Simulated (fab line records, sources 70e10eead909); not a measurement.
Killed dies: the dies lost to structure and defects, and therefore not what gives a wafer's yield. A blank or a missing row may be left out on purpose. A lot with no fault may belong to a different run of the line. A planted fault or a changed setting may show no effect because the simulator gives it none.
fab line records    flow nand_harc
record: lots: 12  wafers: 36  last_day: 25
route steps=1159 shown A_CONTACT@923 THIN_TSV@1102 END@1159
lots with no fault: from the same line, run without faults
start_h: hours from the record's opening day to when the first of the lot's shown wafers began    wait_h: hours from the lot's prior step to this one    " as in the row above    L1.1+2: several wafers, shown together as one row    - no value present, or no start provided    * or withheld: withheld    < > ~ a bound
route shown NAME@n: names a module that has steps shown in the file, with the first one's number in the route    usual: average and standard deviation across the fault-free wafers    same: alike in all rows    chamber/n: place in a boat    sites: each site's reading    _std_site: their standard deviation    _edge_site: inner sites' mean taken away from outer sites' mean    radius_mm: how far each site lies from the wafer's centre    mask NAME#n: copy n    behind: the last tool/chamber to shape the wafer    hold: reason for holding the lot/hours on hold/outcome of the hold    device: transistor that didn't switch, given as n, p or np    end of line: the tests these same wafers got at the end of their route    step lacking rows: just its recipe    killed: dies lost to structure and defects at the first sort, not the wafer's yield    map: the dies of a wafer, with x for killed, . for not killed, _ for no die there
set.NAME: the run value of the setting; set.NAME@STEP: its run value at that earlier step    model.NAME: the simulator's own value behind a step, which no gauge read
steps of the route over a sample of lots; a table a step, a row a wafer
services: a tool's chamber out of use, with start hour (start_h, from the record's first day; less than 0 if before it), hours out, and reason
== steps ==
step: NHARC_A_CONTACT_DEP_84
recipe: target_thk_a: 20000  temp_c: 400  material: aC
usual: throttle_valve_pct: 35.001/0.0083
lot.wafer  tool        chamber  start_h  wait_h  throttle_valve_pct
L997.1     acl_dep-01  0        381.27   -       34.997
L997.2     "           0        "        "       35.005
L997.5     "           0        "        "       35.009
L996.4     acl_dep-03  0        381.33   -       35.011
L996.5     "           0        "        "       35.005
L996.6     "           0        "        "       35.004
L995.1     acl_dep-01  0        390.40   -       35.003
L995.2     "           0        "        "       34.993
L995.6     "           0        "        "       35.009
L998.1     acl_dep-03  0        419.93   -       34.997
L998.5     "           0        "        "       35.007
L998.6     "           0        "        "       34.999
L103.1     acl_dep-02  0        441.20   -       35.009
L103.2     "           0        "        "       34.995
L103.3     "           0        "        "       35.021
L109.4     acl_dep-01  0        454.20   -       34.996
L109.5     "           0        "        "       35.006
L109.6     "           0        "        "       34.983
L111.1     acl_dep-01  0        476.16   -       34.997
L111.2     "           0        "        "       34.998
L111.4     "           0        "        "       34.990
L114.3     acl_dep-03  0        497.99   -       35.003
L114.5     "           0        "        "       35.019
L114.6     "           0        "        "       35.003
L115.1     acl_dep-03  0        500.74   -       35.005
L115.2     "           0        "        "       35.007
L115.6     "           0        "        "       34.990
L113.1     acl_dep-01  0        501.73   -       35.009
L113.3     "           0        "        "       35.000
L113.4     "           0        "        "       34.997
L117.1     acl_dep-03  0        515.56   -       35.001
L117.2     "           0        "        "       35.004
L117.4     "           0        "        "       35.007
L118.1     acl_dep-03  0        529.66   -       35.000
L118.2     "           0        "        "       35.009
L118.4     "           0        "        "       35.001
step: NHARC_THIN_TSV_CMP_01
recipe: target_thk_um: 3
usual: motor_current_A: 12.0/0.95  slurry_flow_ml_min: 150.0/0.52
lot.wafer  tool    chamber  start_h  wait_h  motor_current_A  slurry_flow_ml_min
L997.2     cmp-02  0        438.79   1.2     10.2             150.2
L997.1     "       1        "        "       12.9             149.4
L997.5     "       0        "        "       10.5             150.0
L995.2     cmp-01  3        440.35   1.1     12.1             150.4
L995.1     "       1        "        "       13.4             149.1
L995.6     "       0        "        "       11.6             148.9
L996.4     cmp-03  0        443.55   0.6     12.9             150.7
L996.6     "       0        "        "       12.5             149.5
L996.5     "       1        "        "       13.3             150.2
L998.1     cmp-02  2        459.69   1.4     10.9             149.6
L998.6     "       3        "        "       12.5             150.4
L998.5     "       0        "        "       10.0             149.7
L103.2     cmp-01  0        481.79   1.2     11.8             148.6
L103.1     "       1        "        "       13.3             149.9
L109.4     cmp-03  3        492.87   0.6     11.6             150.5
L109.6     "       1        "        "       12.8             148.7
L109.5     "       2        "        "       11.2             149.7
L111.1     cmp-03  0        531.97   1.0     12.3             150.2
L111.4     "       1        "        "       12.0             149.4
L111.2     "       3        "        "       11.3             149.3
L114.3     cmp-02  0        537.88   0.6     10.0             149.9
L114.6     "       0        "        "       9.7              149.8
L114.5     "       1        "        "       12.7             150.4
L115.2     cmp-03  3        539.13   0.9     11.2             149.1
L115.1     "       0        "        "       12.4             149.3
L115.6     "       2        "        "       11.8             149.5
L113.4     cmp-01  2        540.29   0.4     11.0             149.7
L113.3     "       0        "        "       12.2             149.2
L113.1     "       1        "        "       13.4             150.6
L117.1     cmp-03  2        558.27   1.0     11.4             149.4
L117.2     "       3        "        "       11.6             149.5
L117.4     "       1        "        "       12.8             149.5
L118.1     cmp-01  1        564.28   1.1     12.8             150.0
L118.2     "       2        "        "       10.6             150.6
L118.4     "       3        "        "       11.8             150.0
step: NHARC_THIN_TSV_CD_MEAS_12
recipe: target_cd_nm: 1000  landing_energy_ev: 500
usual: cd_nm: 999.4/1.8
same: landing_energy_ev: 500
lot.wafer  tool       chamber  start_h  wait_h  cd_nm
L997.1     cd_sem-02  0        440.11   -       999.2
L997.2     "          0        "        "       1001.8
L997.5     "          0        "        "       1002.9
L995.1     cd_sem-01  0        441.66   -       996.4
L995.2     "          0        "        "       1000.1
L995.6     "          0        "        "       999.1
L996.4     cd_sem-02  0        445.08   -       996.2
L996.5     "          0        "        "       1000.8
L996.6     "          0        "        "       999.8
L998.1     cd_sem-02  0        460.92   -       1001.0
L998.5     "          0        "        "       1000.4
L998.6     "          0        "        "       1002.4
L103.1     cd_sem-02  0        483.05   -       1002.8
L103.2     "          0        "        "       999.3
L109.4     cd_sem-01  0        494.16   -       999.0
L109.5     "          0        "        "       1000.5
L109.6     "          0        "        "       999.0
L111.1     cd_sem-02  0        533.29   -       998.1
L111.2     "          0        "        "       997.1
L111.4     "          0        "        "       999.3
L114.3     cd_sem-02  0        539.20   -       998.0
L114.5     "          0        "        "       997.8
L114.6     "          0        "        "       998.3
L115.1     cd_sem-02  0        540.43   -       997.9
L115.2     "          0        "        "       1000.9
L115.6     "          0        "        "       997.1
L113.1     cd_sem-02  0        541.48   -       1000.2
L113.3     "          0        "        "       996.9
L113.4     "          0        "        "       1000.8
L117.1     cd_sem-01  0        559.47   -       1000.0
L117.2     "          0        "        "       998.7
L117.4     "          0        "        "       1003.5
L118.1     cd_sem-03  0        565.45   -       1000.5
L118.2     "          0        "        "       999.1
L118.4     "          0        "        "       1000.9
step: NHARC_THIN_TSV_PRE_CLEAN_54
recipe: time_s: 30  temp_c: 280  gas: H2/He
usual: heater_power_w: 407/38
lot.wafer  tool            chamber  start_h  wait_h  heater_power_w
L997.1     pvd_sputter-01  -        445.24   0.1     424
L997.2     "               -        "        "       447
L997.5     "               -        "        "       418
L995.2     pvd_sputter-02  -        446.53   0.1     390
L995.1     "               -        "        "       322
L995.6     "               -        "        "       321
L996.4     pvd_sputter-01  -        449.93   0.1     445
L996.6     "               -        "        "       427
L996.5     "               -        "        "       449
L998.1     pvd_sputter-02  -        466.24   0.1     326
L998.5     "               -        "        "       402
L998.6     "               -        "        "       338
L103.2     pvd_sputter-02  -        487.99   0.1     327
L103.1     "               -        "        "       397
L109.4     pvd_sputter-01  -        498.98   0.1     412
L109.6     "               -        "        "       452
L109.5     "               -        "        "       415
L111.1     pvd_sputter-03  -        538.49   0.0     406
L111.4     "               -        "        "       331
L111.2     "               -        "        "       414
L114.3     pvd_sputter-03  -        544.89   0.1     324
L114.6     "               -        "        "       408
L114.5     "               -        "        "       417
L115.2     pvd_sputter-01  -        547.38   0.1     421
L115.1     "               -        "        "       426
L115.6     "               -        "        "       412
L113.4     pvd_sputter-03  -        548.05   0.0     327
L113.3     "               -        "        "       431
L113.1     "               -        "        "       421
L117.1     pvd_sputter-03  -        564.75   0.1     421
L117.4     "               -        "        "       330
L117.2     "               -        "        "       422
L118.2     pvd_sputter-03  -        570.91   0.1     427
L118.4     "               -        "        "       402
L118.1     "               -        "        "       335
step: NHARC_END_SORT_01
recipe: temp_c: 25
usual: killed_at_array: 28/11  killed_at_other: 0.5/0.85  killed_at_periphery: 2.7/1.9  killed_dies: 32/12  killed_open: 3.3/1.6  killed_short: 2.1/1.5
same: gross_dies: 677
lot.wafer  tool       chamber  start_h  wait_h  killed_at_array  killed_at_other  killed_at_periphery  killed_dies  killed_open  killed_short
L103.1     prober-01  0        498.43   2.5     35               1                1                    37           0            3
L103.2     prober-01  0        499.24   2.8     35               0                3                    38           4            2
L103.3     prober-01  0        500.04   3.1     647              2                0                    649          2            0
killed by level:class
L103.1 A_CHANNEL_HOLE_D1:chamber_film_flake=12 A_SLIT:chamber_film_flake=11 A_STAIRCASE:chamber_film_flake=3 A_WL_FILL:geometric_particle:short=2 A_ZERO_WELL:chamber_film_flake=2 A_CONTACT:chamber_film_flake=2 A_BONDPAD:chamber_film_flake=2 A_M0:geometric_particle:short=1
L103.2 A_CHANNEL_HOLE_D1:chamber_film_flake=15 A_SLIT:chamber_film_flake=12 A_STAIRCASE:chamber_film_flake=2 P_GATE:geometric_particle:open=1 P_M0:geometric_particle:open=1 P_M1:geometric_particle:short=1 A_ONON_D1:geometric_particle:open=1 A_CONTACT:geometric_particle:short=1
L103.3 A_CONTACT:area_dep=621 A_SLIT:chamber_film_flake=13 A_CHANNEL_HOLE_D1:chamber_film_flake=7 A_STAIRCASE:chamber_film_flake=2 THIN_TSV:chamber_film_flake=2 A_WL_FILL:geometric_particle:open=1 A_CONTACT:geometric_particle:open=1 A_CHANNEL_FILL_D1:chamber_film_flake=1
== services ==
tool            chamber  start_h  hours  kind
cmp-01          -        368.70   0.5    repair
cmp-01          -        375.83   4.0    pm
cmp-03          -        381.16   4.0    pm
cmp-03          -        391.96   2.9    repair
cmp-01          -        395.10   2.0    repair
cmp-02          -        395.13   0.6    repair
acl_dep-03      -        406.93   13.0   pm
cmp-02          -        412.38   2.1    repair
cmp-02          -        424.11   4.0    pm
cmp-02          -        430.19   5.5    repair
acl_dep-01      -        440.13   2.3    repair
cmp-03          -        449.40   11.6   repair
cmp-01          -        449.78   2.5    repair
pvd_sputter-03  -        458.00   10.0   pm
cmp-01          -        473.83   4.0    pm
acl_dep-01      -        477.43   13.0   pm
cmp-03          -        479.16   4.0    pm
pvd_sputter-03  -        509.94   3.9    repair
cmp-01          -        510.46   4.5    repair
cmp-03          -        512.19   2.0    repair
pvd_sputter-01  -        514.00   10.0   pm
pvd_sputter-01  -        553.47   0.7    repair
cmp-03          -        563.68   1.5    repair
acl_dep-01      -        568.82   10.6   repair
== key ==
first_sign: step: NHARC_END_SORT_01  reading: killed_at_array  direction: up  sigmas: 55  usual: 28  struck: 647
effect: step: NHARC_END_SORT_01  reading: killed_dies  direction: up  sigmas: 53  usual: 32  struck: 649
more_kills_born_at: NHARC_A_CONTACT_DEP_84@acl_dep-02: 621
met_at NHARC_A_CONTACT_DEP_84
struck_lots L103
struck_wafers L103.3
later_rows_left_out L103.3
tester_left_out L103
not_acting_at NHARC_THIN_TSV_CMP_01,NHARC_THIN_TSV_CD_MEAS_12,NHARC_THIN_TSV_PRE_CLEAN_54
fault: kind: process_parameter_drift  tool: acl_dep-02  chamber: -  onset_h: 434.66  steps: NHARC_A_CONTACT_DEP_84  channel: target_thk_a  offset: *  shape: step  end_h: 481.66  scope: struck_wafers_only  acts_in: *  stated: *
tester_left_out: of these lots the tester's yield and bins aren't shown, on N5 and GAA mostly nor the transistor test; their killed dies are dies lost to structure and defects alone, not to doping, threshold or leakage, so they don't give the yield
later_rows_left_out: the simulator's readings of these wafers behind a module that went badly wrong aren't trusted and aren't shown, but for the sort
